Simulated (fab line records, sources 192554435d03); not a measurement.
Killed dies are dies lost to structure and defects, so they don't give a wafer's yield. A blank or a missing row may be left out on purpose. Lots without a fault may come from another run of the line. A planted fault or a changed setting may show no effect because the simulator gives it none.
fab line records | flow n5_finfet
record lots=6 wafers=18 last_day=18
route steps=1938 shown BEOL_M4@1071 BEOL_M5@1112 PASSIVATION@1936
lots that met no fault: from a run of the same line without faults
start_h: hours from the record's first day to the start of the lot's first wafer shown | wait_h: hours since the lot's step before | " the same as in the row above | L1.1+2: a row that stands for several wafers | - no value, or no start given | * or withheld: withheld | < > ~ a bound
route shown NAME@n: a module of which the file shows steps, and the number in the route of the first | usual: mean/standard deviation of fault-free wafers | same: alike in all rows | chamber/n: place in a boat | sites: the reading at each site | _std_site: their standard deviation | _edge_site: outer sites' mean less inner sites' | radius_mm: how far each site lies from the wafer's centre | mask NAME#n: copy n | behind: the tool/chamber that last shaped the wafer | hold: why the lot was held/for how many hours/how that ended | device: the transistor (n, p or np) that didn't switch | end of line: the same wafers' tests at the end of the route | a step without rows: its recipe alone | killed: dies lost to structure and defects at the first sort, not the wafer's yield | map: a wafer's dies, x killed, . not, _ none there
set.NAME: the setting as run; set.NAME@STEP: as run at that earlier step | model.NAME: the simulator's own value behind a step, which no gauge read
lots at some steps of the route; a table a step, a row a wafer
services: from which hour (start_h, from the record's first day; less than 0 if before it) a tool's chamber was out of use, for how many hours, and why
## steps
# step N5_BEOL_M4_ETCH_41
# recipe chemistry=CH3F/O2 target=SiCN target_depth_a=299 taper_deg=2 time_s=52.5 ion_energy_ev=120 mask_material=TiN pressure_mtorr=30 source_w=395 bias_w=75 Ar_flow_sccm=150 CH3F_flow_sccm=30 O2_flow_sccm=20
# step N5_BEOL_M4_STRIP_97
# recipe chemistry=N2/H2 time_s=10 power_w=450 temp_c=40 pressure_mtorr=20 rf_frequency_hz=6e+07 bias_power_w=7 n2_flow_sccm=200 h2_flow_sccm=200
# usual drypump_motor_current_A=5.8/0.55 oes_product_au=0.79/0.099 rf_vpp_V=59.3/0.95 showerhead_plenum_p_Torr=2.55/0.08 throttle_valve_pct=23.63/0.29
# columns lot.wafer tool chamber start_h wait_h drypump_motor_current_A oes_product_au rf_hours_counter_h rf_vpp_V showerhead_plenum_p_Torr throttle_valve_pct
L884.1 rie_diel-04 2 - - 5.3 0.68 237 58.1 2.40 23.94
L884.3 " 1 " " 6.2 0.77 127 59.0 2.54 24.08
L884.4 " 2 " " 5.3 0.67 - 59.2 2.40 23.92
L885.1 rie_diel-03 0 - - 5.2 0.71 201 60.0 2.52 23.26
L885.4 " 3 " " 6.2 0.72 204 57.2 2.52 23.39
L885.5 " 3 " " 6.3 0.72 - 59.5 2.52 23.39
L886.2 rie_diel-03 1 - - 4.9 0.82 83 58.6 2.68 23.56
L886.3 " 0 " " 5.2 0.71 207 59.4 2.52 23.29
L886.4 " 0 " " 5.2 0.70 - 59.4 2.52 23.27
L894.1 rie_diel-01 0 - - 6.0 0.84 64 58.3 2.47 23.72
L894.3 " 1 " " 6.5 0.90 36 57.5 2.47 23.17
L894.5 " 3 " " 5.8 0.69 - 61.0 2.50 23.75
L900.3 rie_diel-03 2 - - 6.5 0.92 18 59.4 2.59 23.39
L900.5 " 2 " " 6.5 0.93 - 59.3 2.59 23.40
L900.6 " 1 " " 4.9 0.81 - 59.9 2.67 23.58
L897.2 rie_diel-01 1 - - 6.5 0.89 41 58.7 2.47 23.17
L897.3 " 2 " " 5.2 0.80 107 59.2 2.56 24.04
L897.5 " 1 " " 6.5 0.89 - 57.6 2.47 23.19
# step N5_BEOL_M4_OCD_MEAS_38
# usual trench_depth_nm=55.5/1
# columns lot.wafer tool chamber start_h wait_h trench_depth_nm
L884.1 ocd-02 - 239.50 - 53.4
L884.3 " - " " 57.0
L884.4 " - " " 54.2
L885.1 ocd-02 - 248.55 - 54.4
L885.4 " - " " 55.2
L885.5 " - " " 54.5
L886.2 ocd-01 - 258.66 - 55.2
L886.3 " - " " 55.8
L886.4 " - " " 55.4
L894.1 ocd-01 - 302.93 - 55.3
L894.3 " - " " 55.9
L894.5 " - " " 54.9
L900.3 ocd-02 - 316.58 - 57.9
L900.5 " - " " 57.1
L900.6 " - " " 55.8
L897.2 ocd-01 - 316.62 - 56.4
L897.3 " - " " 55.5
L897.5 " - " " 57.1
# step N5_BEOL_M4_HM_STRIP_39
# recipe chemistry=peroxide_tin_strip material=TiN target_depth_a=250 temp_c=50 time_s=158
# step N5_BEOL_M4_SRD_40
# recipe time_s=30 temp_c=23 rinse_liquid=diw dry=ipa_marangoni
# step N5_BEOL_M4_PRECLEAN_42
# recipe chemistry=residue_remover time_s=60 temp_c=40
# step N5_BEOL_M4_SRD_43
# recipe time_s=30 temp_c=23 rinse_liquid=diw dry=ipa_marangoni
# step N5_BEOL_M4_CD_MEAS_35
# recipe target_cd_nm=18 target_cd_y_nm=22.4 polarity=opening
# usual cd_nm=18.0/0.32
# columns lot.wafer tool chamber start_h wait_h cd_nm
L884.1 cd_sem-01 - 239.65 0.0 18.0
L884.3 " - " " 17.8
L884.4 " - " " 17.5
L885.1 cd_sem-03 - 248.70 0.0 18.0
L885.4 " - " " 18.0
L885.5 " - " " 17.6
L886.2 cd_sem-01 - 258.91 0.0 17.9
L886.3 " - " " 17.8
L886.4 " - " " 18.3
L894.1 cd_sem-03 - 303.09 0.0 18.1
L894.3 " - " " 18.0
L894.5 " - " " 18.1
L900.3 cd_sem-02 - 316.74 0.0 18.2
L900.5 " - " " 18.4
L900.6 " - " " 17.9
L897.2 cd_sem-03 - 316.82 0.0 17.7
L897.3 " - " " 17.8
L897.5 " - " " 18.4
# step N5_BEOL_M4_DEGAS_44
# recipe ambient=vacuum temp_c=250 time_s=60
# step N5_BEOL_M4_PRE_CLEAN_45
# recipe gas=H2/He time_s=30 temp_c=250
# step N5_BEOL_M4_ALD_84
# recipe material=TaN target_thk_a=* temp_c=275 ald_precursor_family=PDMAT ald_co_reactant=NH3 pressure_torr=3 carrier_flow_sccm=1500 pulse_time_s=2 purge_time_s=3 co_reactant_purge_time_s=2 co_reactant_pulse_time_s=3 ald_cycles=30 precursor_vessel_temp_c=75 precursor_vessel_pressure_torr=26.25 precursor_vessel_carrier_sccm=1000
# step N5_BEOL_M4_SURFACE_TREAT_85
# recipe gas=Ar time_s=* ion_energy_ev=* ion_current_ma_cm2=0.5 pressure_mtorr=* ar_flow_sccm=30
# usual throttle_valve_pct=*
# columns lot.wafer tool chamber start_h wait_h throttle_valve_pct
L884.1 pvd_sputter-01 - 240.44 0.1 *
L884.3 " - " " *
L884.4 " - " " *
L885.1 pvd_sputter-02 - 249.53 0.2 *
L885.4 " - " " *
L885.5 " - " " *
L886.2 pvd_sputter-03 - 259.68 0.2 *
L886.3 " - " " *
L886.4 " - " " *
L894.1 pvd_sputter-03 - 303.53 0.2 *
L894.3 " - " " *
L894.5 " - " " *
L900.3 pvd_sputter-01 - 317.20 0.2 *
L900.5 " - " " *
L900.6 " - " " *
L897.2 pvd_sputter-03 - 317.43 0.2 *
L897.3 " - " " *
L897.5 " - " " *
# step N5_BEOL_M4_CVD_47
# recipe material=Co target_thk_a=30 temp_c=withheld precursor=CCTBA/H2 pressure_torr=30 time_s=223.8
# columns lot.wafer tool chamber start_h wait_h
L884.1+3+4 cvd_co-02 0,2,0 240.73 0.3
L885.1+4+5 cvd_co-01 0,2,1 249.59 0.0
L886.2+3+4 cvd_co-02 1,2,0 259.74 0.0
L894.1+3+5 cvd_co-02 1,0,0 303.64 0.1
L900.3+5+6 cvd_co-01 1,0,2 317.26 0.0
L897.2+3+5 cvd_co-02 1,0,0 317.72 0.3
# step N5_BEOL_M4_SPUTTER_48
# recipe material=Cu target_thk_a=45 temp_c=-20 chamber_pressure_pa=0.07 power_w=withheld time_s=8.29
# step N5_BEOL_M4_ANNEAL_49
# recipe temp_c=400 time_s=240 ambient=vacuum
# step N5_BEOL_M4_SPUTTER_79
# recipe material=Cu target_thk_a=45 temp_c=-20 chamber_pressure_pa=0.07 power_w=withheld time_s=8.29
# step N5_BEOL_M4_ANNEAL_80
# recipe temp_c=400 time_s=240 ambient=vacuum
# step N5_BEOL_M4_SPUTTER_81
# recipe material=Cu target_thk_a=45 temp_c=-20 chamber_pressure_pa=0.07 power_w=withheld time_s=8.29
# usual throttle_valve_pct=30.5/0.84
# columns lot.wafer tool chamber start_h wait_h throttle_valve_pct
L884.1 pvd_sputter-03 - 241.96 0.1 29.9
L884.3 " - " " 29.9
L884.4 " - " " 30.1
L885.1 pvd_sputter-02 - 250.19 0.1 31.7
L885.4 " - " " 29.3
L885.5 " - " " 31.4
L886.2 pvd_sputter-02 - 261.33 0.1 31.4
L886.3 " - " " 29.6
L886.4 " - " " 30.2
L894.1 pvd_sputter-01 - 304.24 0.1 28.8
L894.3 " - " " 31.4
L894.5 " - " " 31.0
L900.3 pvd_sputter-03 - 317.91 0.1 30.0
L900.5 " - " " 29.7
L900.6 " - " " 29.8
L897.2 pvd_sputter-01 - 319.68 0.1 31.4
L897.3 " - " " 31.5
L897.5 " - " " 31.5
# step N5_BEOL_M4_ANNEAL_82
# recipe temp_c=400 time_s=240 ambient=vacuum
# usual heater_power_w=805/110
# columns lot.wafer tool chamber start_h wait_h heater_power_w
L884.1 pvd_sputter-03 - 242.04 0.0 836
L884.3 " - " " 795
L884.4 " - " " 969
L885.1 pvd_sputter-02 - 250.27 0.0 671
L885.4 " - " " 711
L885.5 " - " " 668
L886.2 pvd_sputter-02 - 261.41 0.0 670
L886.3 " - " " 667
L886.4 " - " " 994
L894.1 pvd_sputter-01 - 304.32 0.0 830
L894.3 " - " " 723
L894.5 " - " " 841
L900.3 pvd_sputter-03 - 317.99 0.0 834
L900.5 " - " " 977
L900.6 " - " " 833
L897.2 pvd_sputter-01 - 319.76 0.0 840
L897.3 " - " " 698
L897.5 " - " " 738
# step N5_BEOL_M4_SPUTTER_86
# recipe material=Cu target_thk_a=45 temp_c=-20 chamber_pressure_pa=0.07 power_w=withheld time_s=8.29
# step N5_BEOL_M4_ANNEAL_87
# recipe temp_c=400 time_s=240 ambient=vacuum
# step N5_BEOL_M4_SPUTTER_88
# recipe material=Cu target_thk_a=45 temp_c=-20 chamber_pressure_pa=0.07 power_w=withheld time_s=8.29
# step N5_BEOL_M4_ANNEAL_89
# recipe temp_c=400 time_s=240 ambient=vacuum
# step N5_BEOL_M4_SPUTTER_90
# recipe material=Cu target_thk_a=45 temp_c=-20 chamber_pressure_pa=0.07 power_w=withheld time_s=8.29
# step N5_BEOL_M4_ANNEAL_91
# recipe temp_c=400 time_s=240 ambient=vacuum
# step N5_BEOL_M4_SPUTTER_92
# recipe material=Cu target_thk_a=45 temp_c=-20 chamber_pressure_pa=0.07 power_w=withheld time_s=8.29
# step N5_BEOL_M4_ANNEAL_93
# recipe temp_c=400 time_s=240 ambient=vacuum
# step N5_BEOL_M4_SPUTTER_94
# recipe material=Cu target_thk_a=45 temp_c=-20 chamber_pressure_pa=0.07 power_w=withheld time_s=8.29
# step N5_BEOL_M4_ANNEAL_95
# recipe temp_c=400 time_s=240 ambient=vacuum
# usual heater_power_w=805/110
# columns lot.wafer tool chamber start_h wait_h heater_power_w
L884.1 pvd_sputter-03 - 243.14 0.0 872
L884.3 " - " " 792
L884.4 " - " " 977
L885.1 pvd_sputter-02 - 251.37 0.0 668
L885.4 " - " " 692
L885.5 " - " " 684
L886.2 pvd_sputter-02 - 262.51 0.0 681
L886.3 " - " " 716
L886.4 " - " " 1013
L894.1 pvd_sputter-01 - 305.42 0.0 858
L894.3 " - " " 697
L894.5 " - " " 840
L900.3 pvd_sputter-03 - 319.09 0.0 820
L900.5 " - " " 972
L900.6 " - " " 855
L897.2 pvd_sputter-01 - 320.86 0.0 837
L897.3 " - " " 717
L897.5 " - " " 713
# step N5_BEOL_M4_SPUTTER_96
# recipe material=Cu target_thk_a=45 temp_c=-20 chamber_pressure_pa=0.07 power_w=withheld time_s=8.29
# step N5_BEOL_M4_ECD_50
# recipe material=Cu target_thk_a=3000
# step N5_BEOL_M4_ANNEAL_51
# recipe temp_c=225 time_s=90 ambient=N2
# step N5_BEOL_M4_CMP_52
# recipe stop_on=SiOC t_overpolish_s=6.8 down_force_psi=1 platen_rpm=50 clearing_platen_down_force_psi=1.5 clearing_platen_rpm=50 post_cmp_clean=cu_alkaline target_thk_nm=40 clearing_platen_pad_velocity_m_s=0.99484 pad_velocity_m_s=0.99484
# step N5_BEOL_M4_THK_MEAS_53
# recipe thk_meas_gauge=xrf reads=Cu_of_BEOL_M4_ECD_50
# usual M4_THK=38.9/1.5
# columns lot.wafer tool chamber start_h wait_h M4_THK[nm]
L884.1 film_metro-02 - 244.08 - 37.5
L884.3 " - " " 39.8
L884.4 " - " " 38.2
L885.1 film_metro-02 - 252.29 - 38.0
L885.4 " - " " 35.9
L885.5 " - " " 37.0
L886.2 film_metro-02 - 263.95 - 39.2
L886.3 " - " " 37.8
L886.4 " - " " 38.4
L894.1 film_metro-01 - 306.35 - 40.4
L894.3 " - " " 40.0
L894.5 " - " " 39.8
L900.3 film_metro-01 - 320.05 - 40.8
L900.5 " - " " 40.8
L900.6 " - " " 40.1
L897.2 film_metro-02 - 321.80 - 40.9
L897.3 " - " " 38.7
L897.5 " - " " 39.4
# step N5_BEOL_M4_PRE_CLEAN_60
# recipe gas=NH3/H2 time_s=15 temp_c=* rf_power_w=300
# step N5_BEOL_M4_CO_CAP_55
# recipe material=Co target_thk_a=20 temp_c=200 precursor=CCTBA/H2 pressure_torr=30 time_s=102.1
# step N5_BEOL_M4_PRE_CLEAN_56
# recipe gas=NH3 time_s=15 temp_c=withheld rf_power_w=300
# step N5_BEOL_M4_DEP_57
# recipe material=SiCN target_thk_a=80 temp_c=withheld precursor=3MS/NH3 pressure_torr=3 rf_w=202 time_s=14
# step N5_BEOL_M4_RS_MEAS_58
# recipe thk_meas_gauge=four-point-probe reads=Co_of_BEOL_M4_CO_CAP_55+Cu_of_BEOL_M4_ECD_50+Co_of_BEOL_M4_CVD_47+TaN_of_BEOL_M4_ALD_84
# usual M4_RS=0.67/0.031
# columns lot.wafer tool chamber start_h wait_h M4_RS[ohm/sq]
L884.1 film_metro-01 - 244.34 0.0 0.70
L884.3 " - " " 0.65
L884.4 " - " " 0.68
L885.1 film_metro-02 - 252.55 0.0 0.68
L885.4 " - " " 0.73
L885.5 " - " " 0.71
L886.2 film_metro-02 - 266.29 0.1 0.65
L886.3 " - " " 0.68
L886.4 " - " " 0.67
L894.1 film_metro-02 - 306.61 0.0 0.64
L894.3 " - " " 0.65
L894.5 " - " " 0.65
L900.3 film_metro-02 - 320.31 0.1 0.63
L900.5 " - " " 0.63
L900.6 " - " " 0.64
L897.2 film_metro-01 - 322.13 0.1 0.62
L897.3 " - " " 0.66
L897.5 " - " " 0.65
# step N5_BEOL_M4_RC_MEAS_101
# usual DIBL_N=36.6/1.1 DIBL_P=36.7/1.5 IOFF_N=0.155/0.019 IOFF_P=0.208/0.025 ION_N=673/8.5 ION_P=462/5.9 SS_N=71.6/0.58 SS_P=73.5/0.51 VT_N=250.7/2.4 VT_P=-251/3
# columns lot.wafer tool chamber start_h wait_h DIBL_N[mV/V] DIBL_P[mV/V] IOFF_N[nA/um] IOFF_P[nA/um] ION_N[uA/um] ION_P[uA/um] SS_N[mV/dec] SS_P[mV/dec] VT_N[mV] VT_P[mV]
L884.1 prober-02 0 244.39 0.0 34.9 34.9 0.143 0.203 677 466 70.8 73.1 248.3 -249
L884.3 " 0 " " 36.3 36.1 0.164 0.229 675 462 71.9 73.1 250.3 -249
L884.4 " 0 " " 35.9 35.7 0.166 0.224 687 469 71.3 73.1 246.9 -250
L885.1 prober-01 0 252.60 0.0 37.4 35.9 0.151 0.179 670 456 70.6 73.9 251.3 -254
L885.4 " 0 " " 37.0 37.7 0.160 0.200 673 465 70.4 74.1 248.7 -251
L885.5 " 0 " " 37.0 37.4 0.156 0.195 680 461 70.6 73.5 252.4 -251
L886.2 prober-02 0 266.49 0.2 37.5 38.2 0.196 0.239 695 469 71.9 73.6 247.3 -248
L886.3 " 0 " " 37.1 38.3 0.180 0.236 675 462 72.4 74.7 250.0 -249
L886.4 " 0 " " 37.5 38.4 0.197 0.236 689 464 72.1 73.0 246.1 -248
L894.1 prober-02 0 306.66 0.0 34.8 34.9 0.145 0.209 676 468 71.6 72.8 249.8 -250
L894.3 " 0 " " 35.7 36.0 0.158 0.227 675 472 72.1 72.8 249.3 -249
L894.5 " 0 " " 36.3 36.2 0.171 0.227 664 458 71.3 73.5 248.0 -247
L900.3 prober-01 0 320.67 0.3 36.9 36.6 0.157 0.196 680 460 71.1 73.9 254.0 -253
L900.5 " 0 " " 37.4 37.3 0.157 0.196 681 454 72.0 74.3 250.8 -250
L900.6 " 0 " " 37.0 36.2 0.145 0.187 663 457 71.2 72.8 251.4 -253
L897.2 prober-02 0 322.34 0.2 36.5 37.0 0.139 0.184 671 461 71.8 73.7 250.4 -254
L897.3 " 0 " " 35.6 35.1 0.121 0.158 667 453 71.5 72.7 255.8 -256
L897.5 " 0 " " 36.3 36.1 0.134 0.169 664 453 72.3 73.6 253.4 -256
# step N5_BEOL_M5_ILD_DEP_00
# recipe material=SiCOH_lowk target_thk_a=1406.4 temp_c=300 precursor=DEMS/porogen pressure_torr=5 rf_w=500 time_s=25.9
# step N5_PASSIVATION_PROBE_49
# usual defect_limited_yield=91.2/1.4 killed_at_M0_to_M3=36/11 killed_at_M4_up=14/5.6 killed_at_contacts=12/5.9 killed_at_front_end=38/13 killed_at_other=3.5/2.7 killed_dies=104/17 killed_on_rim=14/3.9 killed_open=68/12 killed_short=34/8.2 sort_bin_5_function=5.1/0.95 sort_bin_6_memory=3.3/0.7 sort_n_pass=1076/17 sort_yield_pct=91.2/1.4
# same gross_dies=1180 killed_at_back_side=0 sort_bin_4_leakage[%]=0 sort_bin_8_speed[%]=0
# columns lot.wafer tool chamber start_h wait_h defect_limited_yield[%] killed_at_M0_to_M3 killed_at_M4_up killed_at_contacts killed_at_front_end killed_at_other killed_dies killed_on_rim killed_open killed_short sort_bin_5_function[%] sort_bin_6_memory[%] sort_n_pass sort_yield_pct[%]
L885.1 prober-02 - 357.77 0.0 92.0 51 12 3 24 4 94 14 54 39 5.1 2.8 1086 92.0
L885.4 prober-02 - 357.92 0.2 88.4 49 19 11 51 7 137 26 81 55 6.7 4.6 1043 88.4
L885.5 prober-02 - 357.97 0.2 88.3 51 21 10 51 5 138 22 100 37 6.5 4.6 1042 88.3
L894.1 prober-01 - 414.56 0.0 84.7 29 120 16 14 2 181 22 49 19 8.8 3.1 999 84.7
L894.3 prober-01 - 414.66 0.1 82.1 38 115 19 36 3 211 28 65 40 11.4 4.2 969 82.1
L894.5 prober-01 - 414.76 0.2 85.3 16 121 5 31 1 174 29 45 21 8.9 2.5 1006 85.3
L897.2 prober-01 - 429.88 0.1 83.6 31 121 7 35 0 194 30 54 28 9.9 3.4 986 83.6
L897.3 prober-01 - 429.93 0.1 83.6 30 125 7 31 1 194 29 52 34 9.5 4.2 986 83.6
L897.5 prober-01 - 430.03 0.2 84.6 29 117 12 24 0 182 27 44 27 8.8 3.1 998 84.6
L900.3 prober-01 - 437.60 0.1 90.8 36 20 1 51 1 109 21 64 39 5.0 3.6 1071 90.8
L900.5 prober-01 - 437.70 0.2 88.0 63 17 12 50 0 142 17 95 44 6.9 4.9 1038 88.0
L900.6 prober-01 - 437.75 0.3 92.5 25 10 16 37 1 89 6 52 32 4.2 2.9 1091 92.5
# killed by level:class
L885.1 BEOL_M3:geometric_particle:open=15 BEOL_M0_SAQP:geometric_particle:short=11 STI_FIN_REVEAL:geometric_particle:open=7 BEOL_M0_SAQP:geometric_particle:open=6 BEOL_M2:geometric_particle:open=6 FIN_SAQP:geometric_particle:open=5 BEOL_M1:geometric_particle:open=5 BEOL_M5:geometric_particle:short=4
L885.4 BEOL_M0_SAQP:geometric_particle:short=16 FIN_SAQP:geometric_particle:open=13 BEOL_M0_SAQP:geometric_particle:open=13 FIN_SAQP:geometric_particle:short=12 BEOL_M1:geometric_particle:open=11 BEOL_M4:geometric_particle:open=10 MOL_CONTACT_COAG:geometric_particle:open=8 STARTING-WAFER:geometric_particle:open=5
L885.5 BEOL_M3:geometric_particle:open=18 BEOL_M1:geometric_particle:open=18 FIN_SAQP:geometric_particle:short=15 FIN_SAQP:geometric_particle:open=15 BEOL_M4:geometric_particle:open=9 MOL_CONTACT_COAG:geometric_particle:open=9 BEOL_M8:geometric_particle:open=5 BEOL_M1:geometric_particle:short=4
L894.1 BEOL_M4:unspecified=109 MOL_CONTACT_COAG:geometric_particle:open=13 BEOL_M3:geometric_particle:open=9 BEOL_M2:geometric_particle:open=6 BEOL_M4:geometric_particle:open=6 BEOL_M0_SAQP:geometric_particle:open=4 FIN_SAQP:geometric_particle:open=2 SDB:geometric_particle:short=2
L894.3 BEOL_M4:unspecified=103 MOL_CONTACT_COAG:geometric_particle:open=13 BEOL_M0_SAQP:geometric_particle:open=11 STI_FIN_REVEAL:geometric_particle:open=10 BEOL_M0_SAQP:geometric_particle:short=10 GATE_CUT:geometric_particle:short=8 BEOL_M3:geometric_particle:open=7 BEOL_M4:geometric_particle:short=6
L894.5 BEOL_M4:unspecified=108 FIN_SAQP:geometric_particle:short=7 STI_FIN_REVEAL:geometric_particle:open=7 BEOL_M4:geometric_particle:open=7 MOL_CONTACT_COAG:geometric_particle:open=5 BEOL_M3:geometric_particle:open=5 STARTING-WAFER:geometric_particle:open=4 FIN_SAQP:geometric_particle:open=3
L897.2 BEOL_M4:unspecified=111 FIN_SAQP:geometric_particle:short=8 FIN_SAQP:geometric_particle:open=7 BEOL_M2:geometric_particle:open=7 BEOL_M0_SAQP:geometric_particle:short=6 BEOL_M0_SAQP:geometric_particle:open=6 BEOL_M1:geometric_particle:open=6 DUMMY_GATE:geometric_particle:open=5
L897.3 BEOL_M4:unspecified=106 BEOL_M0_SAQP:geometric_particle:short=8 DUMMY_GATE:geometric_particle:open=7 BEOL_M2:geometric_particle:open=6 MOL_CONTACT_COAG:geometric_particle:open=5 BEOL_M0_SAQP:geometric_particle:open=5 BEOL_M1:geometric_particle:short=5 BEOL_M5:geometric_particle:open=5
L897.5 BEOL_M4:unspecified=110 MOL_CONTACT_COAG:geometric_particle:open=8 BEOL_M1:geometric_particle:short=8 BEOL_M1:geometric_particle:open=7 FIN_SAQP:geometric_particle:short=4 DUMMY_GATE:geometric_particle:open=4 MOL_CONTACT_COAG:geometric_particle:short=4 BEOL_M2:geometric_particle:open=4
L900.3 FIN_SAQP:geometric_particle:open=13 FIN_SAQP:geometric_particle:short=13 BEOL_M4:geometric_particle:open=11 STI_FIN_REVEAL:geometric_particle:open=9 BEOL_M0_SAQP:geometric_particle:short=9 BEOL_M3:geometric_particle:open=9 BEOL_M1:geometric_particle:open=7 STI_FIN_REVEAL:geometric_particle:short=4
L900.5 BEOL_M0_SAQP:geometric_particle:open=15 FIN_SAQP:geometric_particle:open=12 BEOL_M2:geometric_particle:open=12 FIN_SAQP:geometric_particle:short=10 BEOL_M1:geometric_particle:open=9 STI_FIN_REVEAL:geometric_particle:open=8 MOL_CONTACT_COAG:geometric_particle:open=8 BEOL_M0_SAQP:geometric_particle:short=8
L900.6 FIN_SAQP:geometric_particle:open=18 FIN_SAQP:geometric_particle:short=14 MOL_CONTACT_COAG:geometric_particle:open=9 MOL_CONTACT_COAG:geometric_particle:short=6 BEOL_M0_SAQP:geometric_particle:open=6 BEOL_M2:geometric_particle:open=5 BEOL_M0_SAQP:geometric_particle:short=4 BEOL_M3:geometric_particle:open=4
# map L894.3 (x killed, . not)
_________________.x.........x________________
______________................xx_____________
___________..........xx.x....x.x...__________
__________....................x....._________
________..x..x.............x......x..._______
_______.......x...............xx.......______
______...x...x...x.....x.x.............._____
_____........x.......................x...____
____...x.................x................___
___...........x.............x..............__
___..........................x..x..........__
__.x........x..x......................xx...._
__.x..x........xx...........x..x..xxx..x...x_
_...........x................................
_.......x..................x...x.............
_.......x.........x...x......x........x..x...
_....x......x.x........x.....x...x...........
_.x..........................................
_...x......x.................x...............
_...............xx..x.......x.......x........
_......x...x........x....x.x.........x.......
__x.........x......x......................x._
__x....x...................................._
___..............x.x..........x.x..........__
___.....x................x.................__
____..........x.x.xx...x....x.x......xx...___
_____............x.x..xxxxxxxx..x...x....____
______x..x......x....xxxxxxxxxx.xx......_____
_______......x.......xxxxxxxxxxxxxx....______
________....x......xxxxxxxxxxxxxxx..x._______
__________..........xxxxxxxxxxxxxx.._________
___________......xxxxxxxxxxxxxx.x..__________
______________.x.xxxxxxxxxxxxxxx_____________
_________________...xxxxxxxxx________________
# map L897.2 (x killed, . not)
_________________...........x________________
______________.................x_____________
___________.......x................__________
__________.........................._________
________....x............x............_______
_______..........x....x..............x.______
______x..........x............x........._____
_____......x...x.........................____
____...x........x.........................___
___...............x...x................x...__
___.......x................................__
__.x..............................x........x_
__x.........x..............x.............x.._
_...x........x...............................
_...xx.x...x................................x
_x.xxx.xx.x.....x...........x.......x.x...x.x
_xxx.xxxxx..xx.......x...............x.....x.
_xxxxxxxxxxxx...................xx...........
_xxxxxxxxxxxx.........................x.....x
_xxxxxxxxxxxxx...............................
_xxxxxxxxxxx.....x....x....x............x..x.
__xxxxxxxxxx..x.x..x.......x.........x......_
__xxxxxxxxx.x...x..........xx..............._
___xxxxxxxxx.x...................x...x.....__
___xxxxxxxx.x.x.....x......................__
____x.xxxx......................x.......x.___
_____x.x.x............x.x.......x..x....x____
______......x.........xx......x......x.._____
_______.........................x......______
________............x................._______
__________..x.................x....._________
___________..x.........x.........x.__________
______________.................._____________
_________________............________________
## services
# columns tool chamber start_h hours kind
rie_diel-04 3 215.41 11.3 repair
rie_diel-01 1 219.97 25.1 repair
rie_diel-03 2 248.78 - clean
rie_diel-03 2 248.78 - consumable_replace:focus_ring
rie_diel-03 2 248.78 19.9 scheduled_down
rie_diel-03 2 248.78 19.9 vent_cycle
cvd_co-01 - 261.70 14.6 pm
rie_diel-04 2 273.86 - clean
rie_diel-04 2 273.86 - consumable_replace:focus_ring
rie_diel-04 2 273.86 - consumable_replace:showerhead
rie_diel-04 2 273.86 18.4 scheduled_down
rie_diel-04 2 273.86 18.4 vent_cycle
rie_diel-04 0 276.34 24.4 repair
rie_diel-04 3 315.93 - clean
rie_diel-04 3 315.93 - consumable_replace:focus_ring
rie_diel-04 3 315.93 15.1 scheduled_down
rie_diel-04 3 315.93 15.1 vent_cycle
rie_diel-01 0 320.42 4.8 repair
## key
first_sign step=N5_PASSIVATION_PROBE_49 reading=killed_at_M4_up direction=up sigmas=19 usual=14 struck=120
effect step=N5_PASSIVATION_PROBE_49 reading=defect_limited_yield direction=down sigmas=5 usual=91.2 struck=84.0
more_kills_born_at N5_BEOL_M4_CVD_47@cvd_co-02=647
met_at N5_BEOL_M4_CVD_47
struck_wafers L894.1,L894.3,L894.5,L897.2,L897.3,L897.5
onset_between 259.74 303.64
also_fits N5_BEOL_M4_STRIP_97:rie_diel-01,N5_BEOL_M4_SURFACE_TREAT_85:pvd_sputter-03,N5_BEOL_M4_SPUTTER_81:pvd_sputter-01,N5_BEOL_M4_ANNEAL_82:pvd_sputter-01
fault kind=chamber_particle_source tool=cvd_co-02 chamber=- onset_h=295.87 steps=N5_BEOL_M4_CVD_47 rate_per_visit_cm2=1.4689 end_h=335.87
